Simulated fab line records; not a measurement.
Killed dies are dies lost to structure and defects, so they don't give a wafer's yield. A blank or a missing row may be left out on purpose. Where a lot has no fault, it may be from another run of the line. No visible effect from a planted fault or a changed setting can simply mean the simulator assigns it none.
Split-lot trial	flow n5Finfet	39 wafers read from 7 lots, route of 1938 steps

== SPLIT DETAILS ==
At N5_GATE_CUT_HM_DEP_46 (deposits SiO2 from TEOS/O2, target thk 130 nm, time 26.6 s), the setting targetThkA was moved away from the recipe's 1300 angstrom on 18 of the 39 wafers read, by +3.6% to +11.5%. For the rest of the wafers, this setting stayed at what the recipe calls for.

== FROM THE SPLIT TO THE READING: what the file shows between them, 9 steps ==
- N5_GATE_CUT_ETCH_36: etches SiARC in CF4, target depth 13 nm, time 21.7 s (also split here: cf4FlowSccm)
- N5_GATE_CUT_ETCH_37: etches SOC in N2/H2, target depth 60 nm, overetch 12 nm, time 90 s
- N5_GATE_CUT_STRIP_38: strips in N2/H2
- N5_GATE_CUT_STRIP_39: strips in N2/H2
- N5_GATE_CUT_HM_OPEN_40: chemistry C4F6/O2, target SiO2, target depth 139 nm, time 85.1 s
- N5_GATE_CUT_STRIP_41: strips in CF4
- N5_GATE_CUT_STRIP_42: strips in O2
- N5_GATE_CUT_ALD_22: deposits SiNx, target thk 16 nm, pulse time 1 s, ald cycles 320
- N5_GATE_CUT_CMP_23: polishes, stops on SiO2, t overpolish 23.4 s, target thk 16 nm

== THE READING ==
Values of GC_FILL_THK in nm from N5_GATE_CUT_THK_MEAS_24. Fault-free wafers of this fab line usually give 220.5 nm, standard deviation 2.6 nm.

wafer	tool, chamber at the split	targetThkA as run, angstrom	against the recipe	GC_FILL_THK, nm	against lot-mates on the recipe
L074.1	pecvd-01, 1	1445	+11.2%	234.4	+14.5
L074.2	pecvd-01, 0	1445	+11.2%	229.5	+9.6
L074.3	pecvd-01, 2	1300	recipe	217.1	-
L074.4	pecvd-01, 2	1445	+11.2%	234.4	+14.5
L074.5	pecvd-01, 1	1300	recipe	221.1	-
L074.6	pecvd-01, 0	1300	recipe	221.6	-
L079.1	pecvd-04, 2	1300	recipe	218.0	-
L079.2	pecvd-04, 1	1300	recipe	218.1	-
L079.4	pecvd-04, 1	1300	recipe	217.8	-
L080.1	pecvd-02, 0	1383	+6.4%	228.4	+6.5
L080.2	pecvd-02, 1	1300	recipe	220.3	-
L080.3	pecvd-02, 1	1300	recipe	222.1	-
L080.4	pecvd-02, 0	1383	+6.4%	233.5	+11.6
L080.5	pecvd-02, 1	1383	+6.4%	229.2	+7.3
L080.6	pecvd-02, 0	1300	recipe	223.4	-
L087.1	pecvd-04, 1	1383	+6.4%	226.2	+5.7
L087.2	pecvd-04, 0	1300	recipe	220.8	-
L087.3	pecvd-04, 2	1383	+6.4%	227.8	+7.3
L087.4	pecvd-04, 2	1300	recipe	219.3	-
L087.5	pecvd-04, 0	1300	recipe	221.5	-
L087.6	pecvd-04, 1	1383	+6.4%	231.5	+11.0
L090.1	pecvd-01, 1	1300	recipe	218.2	-
L090.2	pecvd-01, 0	1408	+8.3%	227.5	+6.7
L090.3	pecvd-01, 2	1408	+8.3%	231.1	+10.3
L090.4	pecvd-01, 1	1300	recipe	221.7	-
L090.5	pecvd-01, 0	1408	+8.3%	230.9	+10.1
L090.6	pecvd-01, 2	1300	recipe	222.6	-
L092.1	pecvd-02, 2	1347	+3.6%	224.9	+0.8
L092.2	pecvd-02, 1	1347	+3.6%	226.0	+1.9
L092.3	pecvd-02, 0	1347	+3.6%	227.3	+3.2
L092.4	pecvd-02, 1	1300	recipe	224.2	-
L092.5	pecvd-02, 0	1300	recipe	225.7	-
L092.6	pecvd-02, 2	1300	recipe	222.5	-
L094.1	pecvd-01, 2	1300	recipe	219.5	-
L094.2	pecvd-01, 1	1449	+11.5%	236.5	+15.7
L094.3	pecvd-01, 0	1300	recipe	221.2	-
L094.4	pecvd-01, 0	1449	+11.5%	238.1	+17.3
L094.5	pecvd-01, 2	1449	+11.5%	235.7	+14.9
L094.6	pecvd-01, 1	1300	recipe	221.8	-

THE FIT
A straight line over all 39 wafers: GC_FILL_THK changes by +1.22 nm for each +1% of targetThkA; r = +0.92; the points scatter about the line by 2.3 nm.
The same after taking each lot's own level away (the mean of its wafers on the recipe; 39 wafers): +1.25 nm for each +1%; r = +0.95; scatter 1.9 nm.
That fit puts the effect of the largest move of targetThkA on the reading at 14 nm.
The span of the lots' own levels, 217.97 to 224.13 nm, comes to 2.4 times the standard deviation stated above.
The two slopes agree, so the slope changes little with the lot-to-lot level.
Check: with one of the wafers moved furthest among these (+11.5%) left out of the fit, the line predicts +13.9 nm for it against its lot-mates. It came out at +15.7 nm against them.

== OTHER SPLITS APPLIED TO THESE WAFERS ==
These wafers also went through other splits before the reading. Each is held against what the fit with the lots' levels taken away leaves over:
other split on the same wafers	wafers away from the commonest value	r with GC_FILL_THK (lot level and that fit taken away)
N5_HKMG_FIN_ETCH_35 targetDepthA	12	+0.02
N5_GATE_CUT_ETCH_36 cf4FlowSccm	12	+0.19

== THE WHOLE CHAIN: every reading that the file lists as answering this split, in the file's order ==
step	what it does	reading	change (the file's fit)	r (the file's)
N5_GATE_CUT_HM_DEP_46	deposits SiO2 from TEOS/O2, target thk 130 nm, time 26.6 s	SiO2_of_GATE_CUT_HM_DEP_46.thkNm (the simulator's own value, which no gauge read)	+1.23 nm for each +1% of the setting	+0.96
N5_GATE_CUT_HM_OPEN_40	chemistry C4F6/O2, target SiO2, target depth 139 nm, time 85.1 s	etch.depthNm (the simulator's own value, which no gauge read)	+1.23 nm for each +1% of the setting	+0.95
N5_GATE_CUT_THK_MEAS_24		GC_FILL_THK	+1.22 for each +1% of the setting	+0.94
N5_GATE_CUT_CMP_43	polishes SiO2	SiO2_of_GATE_CUT_HM_DEP_46.thkNm (the simulator's own value, which no gauge read)	+0.0578 nm for each +1% of the setting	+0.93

== FILE'S OWN FIT ==
GC_FILL_THK changes by +1.22 nm for each +1% of targetThkA, r = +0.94.
